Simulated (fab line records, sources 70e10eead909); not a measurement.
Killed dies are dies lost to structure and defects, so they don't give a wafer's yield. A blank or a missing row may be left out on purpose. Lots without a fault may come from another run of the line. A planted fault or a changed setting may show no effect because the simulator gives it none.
Which tool did it? | flow nand_harc | 12 lots, 36 wafers sampled, at 5 steps of a route of 1302

WHAT THE GAUGES READ, wafer by wafer
NHARC_END_SORT_01. Usual: killed_at_array 61, standard deviation 23; killed_at_other 1.3, standard deviation 1.4; killed_at_periphery 4.0, standard deviation 2.6; killed_dies 66, standard deviation 22; killed_open 3.4, standard deviation 1.8; killed_short 2.3, standard deviation 1.4.
lot  | measured     | on        | killed_at_array | killed_at_other | killed_at_periphery | killed_dies | killed_open | killed_short | flag
L375 | day 24 18:42 | prober-01 | 98 97 102       | 1 0 1           | 2 7 1               | 101 104 104 | 4 2 3       | 2 4 2        |
L380 | day 26 16:12 | prober-01 | 81 70 50        | 2 2 3           | 3 1 3               | 86 73 56    | 4 3 0       | 1 1 1        |
L381 | day 26 21:11 | prober-02 | 26 33 30        | 1 1 0           | 3 2 2               | 30 36 32    | 6 3 2       | 4 3 2        |
L382 | day 27 04:28 | prober-01 | 106 111 114     | 2 1 2           | 4 1 2               | 112 113 118 | 3 2 2       | 3 3 4        |
L383 | day 27 16:38 | prober-01 | 111 103 105     | 0 1 0           | 2 6 3               | 113 110 108 | 2 3 5       | 1 1 3        |
L386 | day 28 15:45 | prober-01 | 41 43 42        | 2 0 1           | 3 3 3               | 46 46 46    | 1 3 1       | 4 5 5        |
L388 | day 29 22:10 | prober-02 | 50 673 59       | 0 0 1           | 6 4 7               | 56 677 67   | 4 7 9       | 3 1 2        | OFF
L389 | day 31 03:28 | prober-01 | 64 72 82        | 0 1 0           | 2 4 4               | 66 77 86    | 2 6 6       | 1 2 5        |
L390 | day 31 02:49 | prober-02 | 56 670 668      | 5 6 3           | 5 1 6               | 66 677 677  | 4 3 3       | 3 2 0        | OFF
L396 | day 33 03:31 | prober-01 | 57 57 60        | 0 1 1           | 4 4 4               | 61 62 65    | 2 6 4       | 2 0 3        |
L397 | day 33 04:49 | prober-02 | 62 70 74        | 2 3 0           | 4 4 4               | 68 77 78    | 1 6 4       | 2 3 3        |
L398 | day 33 12:38 | prober-01 | 28 43 40        | 2 3 1           | 4 3 1               | 34 49 42    | 5 1 4       | 2 3 1        |

WHICH TOOL RAN EACH LOT (tool, then ch and the chambers of the sampled wafers, then the start)
lot  | NHARC_A_STAIRCASE_ETCH_188                    | NHARC_A_STAIRCASE_TRIM_189                    | NHARC_A_STAIRCASE_ETCH_194                    | NHARC_A_STAIRCASE_TRIM_200
L375 | rie_diel-04 ch 1,2,3, day 16 13:01 or earlier | rie_diel-04 ch 0,1,2, day 16 13:01 or earlier | rie_diel-04 ch 1,2,3, day 16 13:01 or earlier | rie_diel-04 ch 0,1,2, day 16 13:01
L380 | rie_diel-09 ch 0,2,3, day 17 23:05 or earlier | rie_diel-09 ch 0,2,3, day 17 23:05 or earlier | rie_diel-09 ch 0,2,3, day 17 23:05 or earlier | rie_diel-01 ch 0,2,3, day 17 23:05
L381 | rie_diel-04 ch 0,1, day 18 13:17 or earlier   | rie_diel-04 ch 0,2,3, day 18 13:17 or earlier | rie_diel-04 ch 0,1,2, day 18 13:17 or earlier | rie_diel-04 ch 0,1,3, day 18 13:17
L382 | rie_diel-09 ch 0,2,3, day 18 19:32 or earlier | rie_diel-09 ch 0,1,3, day 18 19:32 or earlier | rie_diel-09 ch 0,1,2, day 18 19:32 or earlier | rie_diel-09 ch 0,2, day 18 19:32
L383 | rie_diel-01 ch 1,2,3, day 19 12:11 or earlier | rie_diel-01 ch 0,1,2, day 19 12:11 or earlier | rie_diel-01 ch 1,2,3, day 19 12:11 or earlier | rie_diel-09 ch 0,1,2, day 19 12:11
L386 | rie_diel-04 ch 0,2, day 20 09:29 or earlier   | rie_diel-04 ch 0,3, day 20 09:29 or earlier   | rie_diel-04 ch 0,3, day 20 09:29 or earlier   | rie_diel-04 ch 0,2, day 20 09:29
L388 | rie_diel-04 ch 1,2,3, day 22 00:01 or earlier | rie_diel-04 ch 0,1,2, day 22 00:01 or earlier | rie_diel-04 ch 1,2,3, day 22 00:01 or earlier | rie_diel-04 ch 0,1,2, day 22 00:01
L389 | rie_diel-01 ch 0,1,2, day 22 06:58 or earlier | rie_diel-01 ch 0,2,3, day 22 06:58 or earlier | rie_diel-01 ch 0,1, day 22 06:58 or earlier   | rie_diel-01 ch 0,2,3, day 22 06:58
L390 | rie_diel-04 ch 1,2,3, day 22 07:27 or earlier | rie_diel-04 ch 1,2, day 22 07:27 or earlier   | rie_diel-04 ch 1,2, day 22 07:27 or earlier   | rie_diel-04 ch 1,3, day 22 07:27
L396 | rie_diel-04 ch 0,2, day 24 16:23 or earlier   | rie_diel-04 ch 0,1,3, day 24 16:23 or earlier | rie_diel-04 ch 0,1,2, day 24 16:23 or earlier | rie_diel-04 ch 0,3, day 24 16:23
L397 | rie_diel-04 ch 0,2, day 24 20:04 or earlier   | rie_diel-04 ch 0,2,3, day 24 20:04 or earlier | rie_diel-04 ch 0,2, day 24 20:04 or earlier   | rie_diel-04 ch 0,1, day 24 20:04
L398 | rie_diel-09 ch 0,2,3, day 25 13:46 or earlier | rie_diel-09 ch 0,1,3, day 25 13:46 or earlier | rie_diel-09 ch 1,2,3, day 25 13:46 or earlier | rie_diel-04 ch 1,2,3, day 25 13:46
- NHARC_A_STAIRCASE_ETCH_188: etches the open film in C4F8/O2, target depth 100 nm, time 40.5 s.
- NHARC_A_STAIRCASE_TRIM_189: chemistry O2, time 211.2 s.
- NHARC_A_STAIRCASE_ETCH_194: etches the open film in C4F8/O2, target depth 100 nm, time 40.5 s.
- NHARC_A_STAIRCASE_TRIM_200: chemistry O2, time 211.2 s.

WHAT THE TOOLS THEMSELVES READ (means of the sampled wafers that have a number; where no wafer has one, the mark that the record gives instead)
NHARC_A_STAIRCASE_ETCH_188. Usual: oes_product_au 0.938 a.u., standard deviation 0.014; rf_vpp_V 895 V, standard deviation 7.2.
lot  | tool        | oes_product_au (a.u.) | rf_vpp_V (V) | flag
L375 | rie_diel-04 | 0.950                 | 890          |
L380 | rie_diel-09 | 0.939                 | 893          |
L381 | rie_diel-04 | 0.941                 | 892          |
L382 | rie_diel-09 | 0.927                 | 894          |
L383 | rie_diel-01 | 0.928                 | 899          |
L386 | rie_diel-04 | 0.909                 | 898          |
L388 | rie_diel-04 | 0.938                 | 889          |
L389 | rie_diel-01 | 0.952                 | 894          |
L390 | rie_diel-04 | 0.951                 | 889          |
L396 | rie_diel-04 | 0.932                 | 898          |
L397 | rie_diel-04 | 0.912                 | 897          |
L398 | rie_diel-09 | 0.923                 | 899          |

NHARC_A_STAIRCASE_TRIM_189. Usual: drypump_motor_current_A 5.7 A, standard deviation 0.45; oes_product_au 0.999 a.u., standard deviation 0.0076; rf_vpp_V 57.8 V, standard deviation 0.97; showerhead_plenum_p_Torr 3.51 Torr, standard deviation 0.19; throttle_valve_pct 17.037 %, standard deviation 0.0099.
lot  | tool        | drypump_motor_current_A (A) | oes_product_au (a.u.) | rf_vpp_V (V) | showerhead_plenum_p_Torr (Torr) | throttle_valve_pct (%) | flag
L375 | rie_diel-04 | 5.4                         | 1.000                 | 57.5         | 3.46                            | 17.021                 |
L380 | rie_diel-09 | 5.8                         | 1.004                 | 58.1         | 3.46                            | 17.044                 |
L381 | rie_diel-04 | 5.5                         | 0.996                 | 57.9         | 3.50                            | 17.036                 |
L382 | rie_diel-09 | 5.8                         | 0.999                 | 57.5         | 3.57                            | 17.033                 |
L383 | rie_diel-01 | 5.7                         | 1.003                 | 57.7         | 3.48                            | 17.034                 |
L386 | rie_diel-04 | 5.5                         | 1.009                 | 58.5         | 3.54                            | 17.035                 |
L388 | rie_diel-04 | 5.4                         | 0.993                 | 58.3         | 3.43                            | 17.036                 |
L389 | rie_diel-01 | 6.0                         | 0.996                 | 57.8         | 3.60                            | 17.041                 |
L390 | rie_diel-04 | 5.3                         | 1.002                 | 56.7         | 3.29                            | 17.041                 |
L396 | rie_diel-04 | 5.4                         | 1.003                 | 57.2         | 3.65                            | 17.039                 |
L397 | rie_diel-04 | 5.5                         | 1.002                 | 57.5         | 3.47                            | 17.041                 |
L398 | rie_diel-09 | 5.8                         | 1.000                 | 57.9         | 3.73                            | 17.044                 |

NHARC_A_STAIRCASE_ETCH_194. Usual: oes_product_au 0.942 a.u., standard deviation 0.01; rf_vpp_V 895 V, standard deviation 7.
lot  | tool        | oes_product_au (a.u.) | rf_vpp_V (V) | flag
L375 | rie_diel-04 | 0.954                 | 890          |
L380 | rie_diel-09 | 0.922                 | 893          |
L381 | rie_diel-04 | 0.948                 | 893          |
L382 | rie_diel-09 | 0.941                 | 891          |
L383 | rie_diel-01 | 0.936                 | 898          |
L386 | rie_diel-04 | 0.943                 | 896          |
L388 | rie_diel-04 | 0.953                 | 889          |
L389 | rie_diel-01 | 0.929                 | 891          |
L390 | rie_diel-04 | 0.944                 | 887          |
L396 | rie_diel-04 | 0.947                 | 899          |
L397 | rie_diel-04 | 0.932                 | 898          |
L398 | rie_diel-09 | 0.949                 | 897          |

NHARC_A_STAIRCASE_TRIM_200. Usual: drypump_motor_current_A 5.7 A, standard deviation 0.42; oes_product_au 0.999 a.u., standard deviation 0.0077; rf_vpp_V 57.7 V, standard deviation 1; showerhead_plenum_p_Torr 3.52 Torr, standard deviation 0.2; throttle_valve_pct 17.036 %, standard deviation 0.0094.
lot  | tool        | drypump_motor_current_A (A) | oes_product_au (a.u.) | rf_vpp_V (V) | showerhead_plenum_p_Torr (Torr) | throttle_valve_pct (%) | flag
L375 | rie_diel-04 | 5.4                         | 0.996                 | 57.1         | 3.46                            | 17.030                 |
L380 | rie_diel-01 | 6.0                         | 0.990                 | 57.6         | 3.62                            | 17.033                 |
L381 | rie_diel-04 | 5.4                         | 1.005                 | 57.1         | 3.49                            | 17.034                 |
L382 | rie_diel-09 | 5.9                         | 0.997                 | 57.6         | 3.29                            | 17.031                 |
L383 | rie_diel-09 | 5.9                         | 1.007                 | 57.1         | 3.42                            | 17.044                 |
L386 | rie_diel-04 | 5.6                         | 0.998                 | 58.6         | 3.59                            | 17.037                 |
L388 | rie_diel-04 | 5.4                         | 1.140                 | 57.8         | 3.43                            | 17.035                 | OFF
L389 | rie_diel-01 | 6.0                         | 1.006                 | 57.7         | 3.60                            | 17.030                 |
L390 | rie_diel-04 | 5.2                         | 1.280                 | 57.5         | 3.32                            | 17.039                 | OFF
L396 | rie_diel-04 | 5.5                         | 0.998                 | 57.8         | 3.52                            | 17.046                 |
L397 | rie_diel-04 | 5.2                         | 1.006                 | 58.3         | 3.77                            | 17.038                 |
L398 | rie_diel-04 | 5.3                         | 0.996                 | 57.9         | 3.50                            | 17.039                 |

THE ANSWER, worked out from the rows above alone
Rule: a lot is off if the mean of its wafers that have a number lies more than 3 standard deviations from the usual mean. A lot without any number at a reading at which 4 lots or more have one is off too. The other lots that the step has rows for count as sound. The gauges are gone through in route order, then the tools' own readings, and for those a lot's mean is taken as printed above. The first step at which some lot is off is used, and at that step the reading that is off furthest; a lot without a number counts as furthest.
Off: L388, L390, at NHARC_END_SORT_01 (killed_dies).
A tool fits if, at a process step before that reading, it ran every lot that is off, and no sound lot after the first of them. The gauges at NHARC_END_SORT_01 aren't tried: what is off there is off at NHARC_A_STAIRCASE_TRIM_200 too, on other tools, and a gauge's error can't cause that. NHARC_A_STAIRCASE_ETCH_188 gives no start for some lots, so the hours and the order of its lots are those of NHARC_A_STAIRCASE_TRIM_200. NHARC_A_STAIRCASE_TRIM_189 gives no start for some lots, so the hours and the order of its lots are those of NHARC_A_STAIRCASE_TRIM_200. NHARC_A_STAIRCASE_ETCH_194 gives no start for some lots, so the hours and the order of its lots are those of NHARC_A_STAIRCASE_TRIM_200. None of those tried fits.

WHAT THE SIMULATOR HAD PUT IN
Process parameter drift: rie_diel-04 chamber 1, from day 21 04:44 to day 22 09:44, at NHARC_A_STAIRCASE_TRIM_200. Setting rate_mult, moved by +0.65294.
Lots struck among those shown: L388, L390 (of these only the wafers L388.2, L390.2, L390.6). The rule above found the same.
